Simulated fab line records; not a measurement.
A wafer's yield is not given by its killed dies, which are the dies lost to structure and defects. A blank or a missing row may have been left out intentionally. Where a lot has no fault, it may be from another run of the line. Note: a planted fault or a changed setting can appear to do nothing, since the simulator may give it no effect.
The tool behind it: which one?	flow n5Finfet	9 lots, 25 wafers sampled, at 6 steps of a route of 1938

## WHAT EACH GAUGE READ, for each wafer
N5_BEOL_M4_RC_MEAS_101. Usual: DIBL_N 36.0 mV/V, standard deviation 1.7; DIBL_P 35.8 mV/V, standard deviation 2; IOFF_N 0.15 nA/um, standard deviation 0.03; IOFF_P 0.20 nA/um, standard deviation 0.037; ION_N 670 uA/um, standard deviation 12; ION_P 460 uA/um, standard deviation 7.2; SS_N 71.5 mV/dec, standard deviation 0.68; SS_P 73.2 mV/dec, standard deviation 0.65; VT_N 250 mV, standard deviation 3.1; VT_P -251 mV, standard deviation 3.4.
lot	measured	on	DIBL_N (mV/V)	DIBL_P (mV/V)	IOFF_N (nA/um)	IOFF_P (nA/um)	ION_N (uA/um)	ION_P (uA/um)	SS_N (mV/dec)	SS_P (mV/dec)	VT_N (mV)	VT_P (mV)	flag
L282	day 8 07:37	prober-01	36.4 34.2 34.7	35.4 31.6 32.5	0.16 0.11 0.13	0.20 0.16 0.16	664 655 662	456 455 454	71.6 70.5 71.2	73.0 72.0 72.5	250 256 253	-251 -256 -257	
L284	day 8 09:44	prober-02	38.8 37.2 36.9	39.1 37.0 35.8	0.20 0.16 0.14	0.28 0.22 0.21	671 664 667	463 459 460	72.0 71.6 72.1	74.1 72.7 73.2	246 249 250	-244 -247 -250	
L289	day 10 03:45	prober-01	37.8 40.1 37.4	37.9 41.5 36.9	0.17 0.24 0.17	0.24 0.30 0.21	666 692 683	464 474 464	72.3 72.6 72.0	73.3 74.2 73.6	249 244 252	-248 -246 -249	
L292	day 11 03:55	prober-01	36.8 37.1 38.4	34.2 35.8 37.2	0.14 0.15 0.17	0.19 0.21 0.24	658 674 674	453 468 468	71.7 72.0 71.9	73.1 72.4 74.4	256 251 250	-252 -251 -248	
L293	day 10 22:16	prober-02	32.0 32.8	32.3 32.3	0.10 0.10	0.14 0.14	645 658	450 451	70.2 71.4	71.9 71.9	255 255	-254 -255	
L294	day 11 15:01	prober-01	36.2 35.2 35.0	35.7 35.6 34.7	0.14 0.14 0.12	0.19 0.20 0.18	658 684 655	453 470 460	71.2 71.1 70.1	72.7 73.4 72.7	252 250 254	-252 -250 -251	
L295	day 11 22:11	prober-02	36.8 37.5	37.2 38.0	0.16 0.16	0.18 0.20	678 672	457 460	71.9 72.1	72.5 73.8	249 252	-254 -253	
L299	day 12 10:33	prober-01	37.5 34.2 33.3	38.7 34.3 33.9	0.19 0.12 0.11	0.21 0.15 0.14	678 670 655	456 455 443	72.3 71.8 71.4	73.8 73.0 72.8	251 255 255	-252 -259 -259	
L303	day 13 17:25	prober-02	34.7 35.7 37.3	33.1 35.3 35.7	0.14 0.15 0.17	0.17 0.20 0.21	671 684 665	462 465 457	71.1 70.8 71.3	72.5 73.3 72.6	248 247 248	-253 -252 -250	

## EACH LOT AND THE TOOL THAT RAN IT (in order: tool; ch and the chambers of the sampled wafers; start)
lot	N5_ILD0_CMP_07	N5_ILD0_CMP_12	N5_SDB_ETCH_18	N5_SDB_HM_OPEN_20	N5_SDB_STRIP_22
L282	cmp-02 ch 1,2, day 3 19:38	cmp-03 ch 1,2,3, day 3 23:30	rieDiel-02 ch 1,2, day 4 00:35	rieDiel-02 ch 1,2, day 4 00:45	plasmaAsher-02 ch 0,1, day 4 00:50
L284	cmp-04 ch 0,2,3, day 4 10:02	cmp-04 ch 0,2,3, day 4 13:14	rieDiel-03 ch 1,2, day 4 14:08	rieDiel-03 ch 1,2, day 4 14:18	plasmaAsher-01 ch 0,1, day 4 14:25
L289	cmp-02 ch 0,1, day 5 15:34	cmp-04 ch 0,1,3, day 5 18:59	rieDiel-02 ch 0,2, day 5 19:55	rieDiel-02 ch 0,2, day 5 20:04	plasmaAsher-01 ch 0,1, day 5 20:23
L292	cmp-02 ch 1,2, day 6 07:49	cmp-02 ch 1,2, day 6 11:05	rieDiel-02 ch 0,3, day 6 12:20	rieDiel-02 ch 0,3, day 6 12:30	plasmaAsher-02 ch 0,1, day 6 12:37
L293	cmp-04 ch 0,3, day 6 14:58	cmp-04 ch 0,1, day 6 18:11	rieDiel-02 ch 1,2, day 6 19:31	rieDiel-02 ch 1,2, day 6 19:41	plasmaAsher-02 ch 0,1, day 6 19:48
L294	cmp-02 ch 0,1,3, day 6 21:57	cmp-02 ch 0,2,3, day 7 01:12	rieDiel-03 ch 1,2,3, day 7 02:18	rieDiel-03 ch 1,2,3, day 7 02:28	plasmaAsher-01 ch 0,1, day 7 02:32
L295	cmp-03 ch 1,2, day 7 05:58	cmp-03 ch 2,3, day 7 09:10	rieDiel-02 ch 0,2, day 7 10:02	rieDiel-02 ch 0,2, day 7 10:12	plasmaAsher-01 ch 0,1, day 7 10:19
L299	cmp-02 ch 0,2,3, day 8 07:19	cmp-03 ch 0,1,2, day 8 10:37	rieDiel-03 ch 0,1, day 8 11:53	rieDiel-03 ch 0,1, day 8 12:02	plasmaAsher-02 ch 0,1, day 8 12:07
L303	cmp-04 ch 0,3, day 9 01:44	cmp-02 ch 0,1,3, day 9 05:04	rieDiel-03 ch 1,2, day 9 05:55	rieDiel-03 ch 1,2, day 9 06:05	plasmaAsher-01 ch 0,1, day 9 06:12
- N5_ILD0_CMP_07: polishes SiO2 flowable, stops on poly-Si, t overpolish 1.18 s, target thk 138.88 nm.
- N5_ILD0_CMP_12: polishes SiNx, stops on poly-Si, t overpolish 6 s, target thk 17.67 nm.
- N5_SDB_ETCH_18: etches SOC in N2/H2, target depth 100 nm, overetch 20 nm, time 150 s.
- N5_SDB_HM_OPEN_20: chemistry CH3F/O2, target SiNx, stops on poly-Si, target depth 24 nm.
- N5_SDB_STRIP_22: strips in N2/H2.

## WHAT THE TOOLS THEMSELVES READ (means of the sampled wafers that have a number; where no wafer has one, the mark that the record gives instead)
N5_ILD0_CMP_07. Usual: motorCurrentA reads 12.3 A (standard deviation 0.99).
lot	tool	motorCurrentA (A)	flag
L282	cmp-02	12.8	
L284	cmp-04	12.4	
L289	cmp-02	12.6	
L292	cmp-02	13.0	
L293	cmp-04	12.7	
L294	cmp-02	12.1	
L295	cmp-03	11.9	
L299	cmp-02	12.4	
L303	cmp-04	12.2	

N5_ILD0_CMP_12. Usual: motorCurrentA 9.0 A, standard deviation 0.68; overpolishRunS 6.001 s, standard deviation 0.0086; timeToEndpointS 29.1 s, standard deviation 2.6.
lot	tool	motorCurrentA (A)	overpolishRunS (s)	timeToEndpointS (s)	flag
L282	cmp-03	8.5	5.998	28.8	
L284	cmp-04	9.1	6.007	30.4	
L289	cmp-04	9.1	6.003	31.7	
L292	cmp-02	9.7	6.005	31.5	
L293	cmp-04	8.6	6.003	31.9	
L294	cmp-02	9.3	5.996	28.2	
L295	cmp-03	8.2	6.001	26.4	
L299	cmp-03	8.6	6.003	29.3	
L303	cmp-02	9.0	5.997	27.2	

N5_SDB_ETCH_18. Usual: value, then standard deviation, for each; biasW 150.0 W / 0.46; chamberPressureMTorr 29.999 mTorr / 0.029; drypumpMotorCurrentA 5.8 A / 0.43; oesProductAu 0.71 a.u. / 0.082; rfVppV 524.1 V / 2.4; showerheadPlenumPTorr 2.55 Torr / 0.082; throttleValvePct 17.77 % / 0.19.
lot	tool	biasW (W)	chamberPressureMTorr (mTorr)	drypumpMotorCurrentA (A)	oesProductAu (a.u.)	rfVppV (V)	showerheadPlenumPTorr (Torr)	throttleValvePct (%)	flag
L282	rieDiel-02	150.9	29.988	5.8	0.67	521.8	2.45	17.87	
L284	rieDiel-03	150.3	29.994	5.7	0.63	524.3	2.58	18.08	
L289	rieDiel-02	150.0	29.968	5.9	0.77	524.1	2.54	17.72	
L292	rieDiel-02	149.7	30.021	6.2	0.70	525.8	2.62	17.62	
L293	rieDiel-02	150.1	30.006	5.8	0.65	520.1	2.42	17.88	
L294	rieDiel-03	149.9	29.962	5.7	0.74	525.1	2.56	17.82	
L295	rieDiel-02	149.9	29.974	5.9	0.73	523.4	2.52	17.82	
L299	rieDiel-03	150.6	30.022	6.0	0.83	523.5	2.53	17.74	
L303	rieDiel-03	150.2	29.991	5.3	0.83	524.2	2.52	17.61	

N5_SDB_HM_OPEN_20. Usual: value, then standard deviation, for each; biasW 73.01 W / 0.21; chamberPressureMTorr 30.004 mTorr / 0.026; drypumpMotorCurrentA 5.8 A / 0.43; oesProductAu 0.65 a.u. / 0.076; rfVppV 299 V / 7.5; showerheadPlenumPTorr 2.01 Torr / 0.069; throttleValvePct 16.31 % / 0.2.
lot	tool	biasW (W)	chamberPressureMTorr (mTorr)	drypumpMotorCurrentA (A)	oesProductAu (a.u.)	rfVppV (V)	showerheadPlenumPTorr (Torr)	throttleValvePct (%)	flag
L282	rieDiel-02	73.02	30.015	5.8	0.63	288	1.92	16.33	
L284	rieDiel-03	72.87	30.016	5.7	0.58	297	2.04	16.66	
L289	rieDiel-02	72.99	30.018	5.9	0.72	300	2.00	16.19	
L292	rieDiel-02	73.08	29.992	6.2	0.61	305	2.07	16.12	
L293	rieDiel-02	73.05	29.983	5.8	0.57	289	1.90	16.39	
L294	rieDiel-03	73.19	30.009	5.7	0.68	304	2.02	16.40	
L295	rieDiel-02	73.03	30.000	5.9	0.66	296	1.97	16.25	
L299	rieDiel-03	73.18	30.012	5.9	0.75	303	2.00	16.17	
L303	rieDiel-03	72.87	30.023	5.3	0.77	302	2.00	16.21	

N5_SDB_STRIP_22. Usual: drypumpMotorCurrentA 5.69 A, standard deviation 0.23; heaterPowerW 343 W, standard deviation 53; oesProductAu 0.715 a.u., standard deviation 0.0048; stripTimeToEndpointS 96.3 s, standard deviation 0.35.
lot	tool	drypumpMotorCurrentA (A)	heaterPowerW (W)	oesProductAu (a.u.)	stripTimeToEndpointS (s)	flag
L282	plasmaAsher-02	5.84	393	0.714	96.1	
L284	plasmaAsher-01	5.66	301	0.714	96.8	
L289	plasmaAsher-01	5.68	300	0.714	96.3	
L292	plasmaAsher-02	5.67	359	0.711	94.8	OFF
L293	plasmaAsher-02	5.74	375	0.714	95.1	OFF
L294	plasmaAsher-01	5.59	310	0.714	96.4	
L295	plasmaAsher-01	5.61	304	0.706	94.5	OFF
L299	plasmaAsher-02	5.85	393	0.714	96.0	
L303	plasmaAsher-01	5.66	302	0.718	96.3	

## THE ANSWER, worked out from the rows above alone
Rule: take the mean of a lot's wafers that have a number; if it is more than 3 standard deviations from the usual mean, the lot is off. A lot without any number at a reading at which 4 lots or more have one is off too. The other lots that the step has rows for count as sound. The gauges are gone through in route order, then the tools' own readings, and for those a lot's mean is taken as printed above. At the first step where some lot is off, the reading lying furthest off is the one used; lots without a number count as furthest.
Off, at N5_SDB_STRIP_22 on stripTimeToEndpointS: L292, L293, L295.
If a tool, at that step or one of the process steps before it, ran each lot that is off and ran no sound lot following the first of them, it fits. One fits: N5_SDB_ETCH_18 and N5_SDB_HM_OPEN_20 on rieDiel-02. At N5_SDB_ETCH_18 its last sound lot is L289 (day 5 19:55), its first lot that is off L292 (day 6 12:20): a fault that began between those two fits.

## WHAT THE SIMULATOR HAD INSERTED
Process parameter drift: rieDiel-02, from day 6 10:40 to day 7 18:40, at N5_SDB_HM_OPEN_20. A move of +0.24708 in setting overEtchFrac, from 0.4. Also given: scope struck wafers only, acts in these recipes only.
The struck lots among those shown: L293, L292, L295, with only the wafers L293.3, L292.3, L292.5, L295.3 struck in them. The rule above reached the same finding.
